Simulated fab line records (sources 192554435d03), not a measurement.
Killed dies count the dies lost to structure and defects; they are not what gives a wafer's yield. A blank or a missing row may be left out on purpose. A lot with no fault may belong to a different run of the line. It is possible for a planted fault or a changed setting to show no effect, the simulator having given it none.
Split-lot experiment || flow n5 finfet || route with 1938 steps; 7 lots, 21 wafers read

THE SPLIT
At N5_BEOL_M13_EXPOSE_07 (exposes mask V12), the setting dose mj was moved away from the recipe's 24.8 on 4 of the 21 wafers read, by -4.8% to +4.4%. The other wafers ran this setting at the recipe's value.

FROM THE SPLIT TO THE READING: what the file shows between them, 11 steps
- N5_BEOL_M13_PEB_08: peb time 90 s
- N5_BEOL_M13_DEVELOP_09: develop time 45 s
- N5_BEOL_M13_HARDBAKE_14: time 120 s
- N5_BEOL_M13_CD_MEAS_10: target cd 190 nm
- N5_BEOL_M13_DESCUM_15: chemistry O2, time 7.9 s
- N5_BEOL_M13_ETCH_59: etches BARC in N2/H2, target depth 89 nm, overetch 26.7 nm, time 67.9 s
- N5_BEOL_M13_VIA_ETCH_16: etches SiOC in C4F8/O2/Ar, target depth 921.7 nm
- N5_BEOL_M13_STRIP_63: strips in N2/H2
- N5_BEOL_M13_STRIP_64: strips in N2/H2
- N5_BEOL_M13_STRIP_71: strips in post etch residue remover, time 60 s
- N5_BEOL_M13_SRD_72: time 30 s, dry time 30 s

THE READING
cd nm at N5_BEOL_M13_CD_MEAS_17, given in nm (cd target 190 nm). A value of 191.1 nm with a standard deviation of 2.3 nm is what fault-free wafers of this fab line usually give.

{"wafer": "L075.1", "tool, chamber at the split": "krf scanner-01, 0", "dose mj as run": 24.8, "against the recipe": "recipe", "cd nm, nm": 189.6, "against lot-mates on the recipe": "-"}
{"wafer": "L075.5", "tool, chamber at the split": "krf scanner-01, 0", "dose mj as run": 24.8, "against the recipe": "recipe", "cd nm, nm": 192.1, "against lot-mates on the recipe": "-"}
{"wafer": "L075.6", "tool, chamber at the split": "krf scanner-01, 0", "dose mj as run": 25.88, "against the recipe": "+4.4%", "cd nm, nm": 196.9, "against lot-mates on the recipe": "+6.1"}
{"wafer": "L080.1", "tool, chamber at the split": "krf scanner-01, 0", "dose mj as run": 24.8, "against the recipe": "recipe", "cd nm, nm": 194.7, "against lot-mates on the recipe": "-"}
{"wafer": "L080.3", "tool, chamber at the split": "krf scanner-01, 0", "dose mj as run": 23.64, "against the recipe": "-4.7%", "cd nm, nm": 188.4, "against lot-mates on the recipe": -6.3}
{"wafer": "L080.4", "tool, chamber at the split": "krf scanner-01, 0", "dose mj as run": 24.8, "against the recipe": "recipe", "cd nm, nm": 194.7, "against lot-mates on the recipe": "-"}
{"wafer": "L083.2", "tool, chamber at the split": "krf scanner-01, 0", "dose mj as run": 24.8, "against the recipe": "recipe", "cd nm, nm": 191.5, "against lot-mates on the recipe": "-"}
{"wafer": "L083.3", "tool, chamber at the split": "krf scanner-01, 0", "dose mj as run": 24.8, "against the recipe": "recipe", "cd nm, nm": 191.3, "against lot-mates on the recipe": "-"}
{"wafer": "L083.5", "tool, chamber at the split": "krf scanner-01, 0", "dose mj as run": 24.8, "against the recipe": "recipe", "cd nm, nm": 190.2, "against lot-mates on the recipe": "-"}
{"wafer": "L081.1", "tool, chamber at the split": "krf scanner-02, 0", "dose mj as run": 24.8, "against the recipe": "recipe", "cd nm, nm": 187.9, "against lot-mates on the recipe": "-"}
{"wafer": "L081.5", "tool, chamber at the split": "krf scanner-02, 0", "dose mj as run": 23.6, "against the recipe": "-4.8%", "cd nm, nm": 182.5, "against lot-mates on the recipe": -6.1}
{"wafer": "L081.6", "tool, chamber at the split": "krf scanner-02, 0", "dose mj as run": 24.8, "against the recipe": "recipe", "cd nm, nm": 189.3, "against lot-mates on the recipe": "-"}
{"wafer": "L085.1", "tool, chamber at the split": "krf scanner-01, 0", "dose mj as run": 24.8, "against the recipe": "recipe", "cd nm, nm": 188.5, "against lot-mates on the recipe": "-"}
{"wafer": "L085.3", "tool, chamber at the split": "krf scanner-01, 0", "dose mj as run": 24.8, "against the recipe": "recipe", "cd nm, nm": 190.4, "against lot-mates on the recipe": "-"}
{"wafer": "L085.6", "tool, chamber at the split": "krf scanner-01, 0", "dose mj as run": 24.8, "against the recipe": "recipe", "cd nm, nm": 190.7, "against lot-mates on the recipe": "-"}
{"wafer": "L088.1", "tool, chamber at the split": "krf scanner-02, 0", "dose mj as run": 24.8, "against the recipe": "recipe", "cd nm, nm": 191.2, "against lot-mates on the recipe": "-"}
{"wafer": "L088.2", "tool, chamber at the split": "krf scanner-02, 0", "dose mj as run": 24.8, "against the recipe": "recipe", "cd nm, nm": 188.9, "against lot-mates on the recipe": "-"}
{"wafer": "L088.3", "tool, chamber at the split": "krf scanner-02, 0", "dose mj as run": 24.8, "against the recipe": "recipe", "cd nm, nm": 191.5, "against lot-mates on the recipe": "-"}
{"wafer": "L097.1", "tool, chamber at the split": "krf scanner-02, 0", "dose mj as run": 23.72, "against the recipe": "-4.4%", "cd nm, nm": 185.3, "against lot-mates on the recipe": -4.3}
{"wafer": "L097.5", "tool, chamber at the split": "krf scanner-02, 0", "dose mj as run": 24.8, "against the recipe": "recipe", "cd nm, nm": 188.0, "against lot-mates on the recipe": "-"}
{"wafer": "L097.6", "tool, chamber at the split": "krf scanner-02, 0", "dose mj as run": 24.8, "against the recipe": "recipe", "cd nm, nm": 191.3, "against lot-mates on the recipe": "-"}

FIT RESULTS
A straight line over all 21 wafers: cd nm changes by +1.22 nm for each +1% of dose mj; r = +0.77; the points scatter about the line by 2.1 nm.
The same after taking each lot's own level away (the mean of its wafers on the recipe; 21 wafers): +1.26 nm for each +1%; r = +0.93; scatter 1 nm.
According to that fit, moving dose mj by its largest amount changes the reading by 6.1 nm.
Across the lots, their own levels run from 188.60 to 194.70 nm, a range of 2.7 times the standard deviation given above.
So the lot-to-lot level blurs the effect unless lot-mates are compared.
Check: -6.01 nm against its lot-mates is what the line predicts for one of the wafers moved furthest among these (-4.8%) when that wafer is left out of the fit. Against them it came out at -6.1 nm.

THESE WAFERS: OTHER SPLITS
Other splits were also applied to these wafers ahead of the reading. Each is held against what the fit with the lots' levels taken away leaves over:
{"other split on the same wafers": "N5_BEOL_M11_PECVD_70 time s", "wafers away from the commonest value": 9, "r with cd nm (lot level and that fit taken away)": -0.01}
{"other split on the same wafers": "N5_BEOL_M11_HM_DEP_02 target thk a", "wafers away from the commonest value": 8, "r with cd nm (lot level and that fit taken away)": -0.05}
{"other split on the same wafers": "N5_BEOL_M12_COAT_04 spin rpm", "wafers away from the commonest value": 7, "r with cd nm (lot level and that fit taken away)": "+0.12"}
{"other split on the same wafers": "N5_BEOL_M12_DESCUM_15 time s", "wafers away from the commonest value": 4, "r with cd nm (lot level and that fit taken away)": -0.18}
{"other split on the same wafers": "N5_BEOL_M13_COAT_04 spin rpm", "wafers away from the commonest value": 4, "r with cd nm (lot level and that fit taken away)": "+0.11"}

THE WHOLE CHAIN: every reading that the file lists as answering this split, in the file's order
{"step": "N5_BEOL_M13_CD_MEAS_10", "what it does": "target cd 190 nm", "reading": "cd nm", "change (the file's fit)": "+1.07 nm for each +1% of the setting", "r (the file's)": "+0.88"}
{"step": "N5_BEOL_M13_CD_MEAS_17", "what it does": "target cd 190 nm", "reading": "cd nm", "change (the file's fit)": "+1.26 nm for each +1% of the setting", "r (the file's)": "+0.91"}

THE FILE'S OWN FIT
cd nm changes by +1.26 nm for each +1% of dose mj, r = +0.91.
